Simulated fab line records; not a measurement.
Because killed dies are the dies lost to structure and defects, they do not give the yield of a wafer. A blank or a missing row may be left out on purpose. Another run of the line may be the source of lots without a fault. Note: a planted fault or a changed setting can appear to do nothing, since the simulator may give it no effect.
Split-lot experiment	flow n5Finfet	7 lots, 21 wafers read, on a route of 1938 steps

THE SPLIT
At N5_BEOL_M8_COAT_05 (resist thk 90 nm), the setting spinRpm was moved away from the recipe's 1500 rpm on 4 of the 21 wafers read, by -4.0% to +10.1%. This setting was run at the recipe's value on the other wafers.

FROM THE SPLIT TO THE READING: what the file shows between them, 4 steps
- N5_BEOL_M8_EBR_07
- N5_BEOL_M8_SOFTBAKE_06: time 60 s
- N5_BEOL_M8_EXPOSE_08: exposes mask M8
- N5_BEOL_M8_PEB_09: peb time 60 s

THE READING
CAR-ArF_of_BEOL_M8_COAT_05.thkNm (the simulator's own value, which no gauge read), in nm, at N5_BEOL_M8_DEVELOP_10 (develop time 30 s). There is no usual value for it anywhere in the file. The 17 wafers here that ran the recipe average 88.5 nm, standard deviation 0.29 nm.

wafer	tool, chamber at the split	spinRpm as run, rpm	against the recipe	CAR-ArF_of_BEOL_M8_COAT_05.thkNm, nm	against lot-mates on the recipe
L075.1	lithoTrack-05, 0	1652	+10.1%	84.2	-4.6
L075.3	lithoTrack-05, 0	1652	+10.1%	84.2	-4.6
L075.5	lithoTrack-05, 0	1500	recipe	88.8	-
L081.1	lithoTrack-05, 0	1500	recipe	88.8	-
L081.2	lithoTrack-05, 0	1563	+4.2%	87	-1.7
L081.5	lithoTrack-05, 0	1500	recipe	88.6	-
L085.1	lithoTrack-03, 0	1500	recipe	88.8	-
L085.2	lithoTrack-03, 0	1500	recipe	88.8	-
L085.5	lithoTrack-03, 0	1500	recipe	88.8	-
L086.2	lithoTrack-05, 0	1500	recipe	88.4	-
L086.3	lithoTrack-05, 0	1500	recipe	88.4	-
L086.5	lithoTrack-05, 0	1500	recipe	88.6	-
L090.1	lithoTrack-01, 0	1500	recipe	88.4	-
L090.3	lithoTrack-01, 0	1500	recipe	88.6	-
L090.5	lithoTrack-01, 0	1500	recipe	87.8	-
L093.2	lithoTrack-05, 0	1500	recipe	88	-
L093.4	lithoTrack-05, 0	1500	recipe	88.2	-
L093.6	lithoTrack-05, 0	1500	recipe	88.2	-
L096.1	lithoTrack-01, 0	1440	-4.0%	90.2	+1.8
L096.2	lithoTrack-01, 0	1500	recipe	88.4	-
L096.3	lithoTrack-01, 0	1500	recipe	88.4	-

FIT RESULTS
A straight line over all 21 wafers: CAR-ArF_of_BEOL_M8_COAT_05.thkNm changes by -0.418 nm for each +1% of spinRpm; r = -0.98; the points scatter about the line by 0.28 nm.
The same after taking each lot's own level away (the mean of its wafers on the recipe; 21 wafers): -0.451 nm for each +1%; r = -0.99; scatter 0.16 nm.
On that fit, the largest move of spinRpm shifts the reading by 4.6 nm.
Measured against the standard deviation above, the lots' own levels, which go from 88.13 to 88.80 nm, span 2.3 times it.
So the lot-to-lot level changes the slope little: the two slopes agree.
Check: for one of the wafers moved furthest among these (+10.1%), held out of the fit, the line's prediction against its lot-mates is -4.53 nm. Against them it came out at -4.6 nm.

FURTHER SPLITS ON THESE WAFERS
These wafers also went through other splits before the reading. Each is held against what the fit with the lots' levels taken away leaves over:
other split on the same wafers	wafers away from the commonest value	r with CAR-ArF_of_BEOL_M8_COAT_05.thkNm (lot level and that fit taken away)
N5_BEOL_M5_TRENCH_ETCH_37 sourceW	8	+0.14
N5_BEOL_M5_SPUTTER_48 timeS	9	-0.16
N5_BEOL_M6_DESCUM_33 timeS	5	-0.01
N5_BEOL_M6_ETCH_66 biasW	6	+0.02
N5_BEOL_M8_ILD_DEP_00 timeS	5	-0.05

THE WHOLE CHAIN: every reading that the file lists as answering this split, in the file's order
step	what it does	reading	change (the file's fit)	r (the file's)
N5_BEOL_M8_COAT_05	resist thk 90 nm	CAR-ArF_of_BEOL_M8_COAT_05.thkNm (the simulator's own value, which no gauge read)	-0.457 nm for each +1% of the setting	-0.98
N5_BEOL_M8_DEVELOP_10	develop time 30 s	CAR-ArF_of_BEOL_M8_COAT_05.thkNm (the simulator's own value, which no gauge read)	-0.447 nm for each +1% of the setting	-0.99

THE FILE'S OWN FIT
CAR-ArF_of_BEOL_M8_COAT_05.thkNm changes by -0.447 nm for each +1% of spinRpm, r = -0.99.
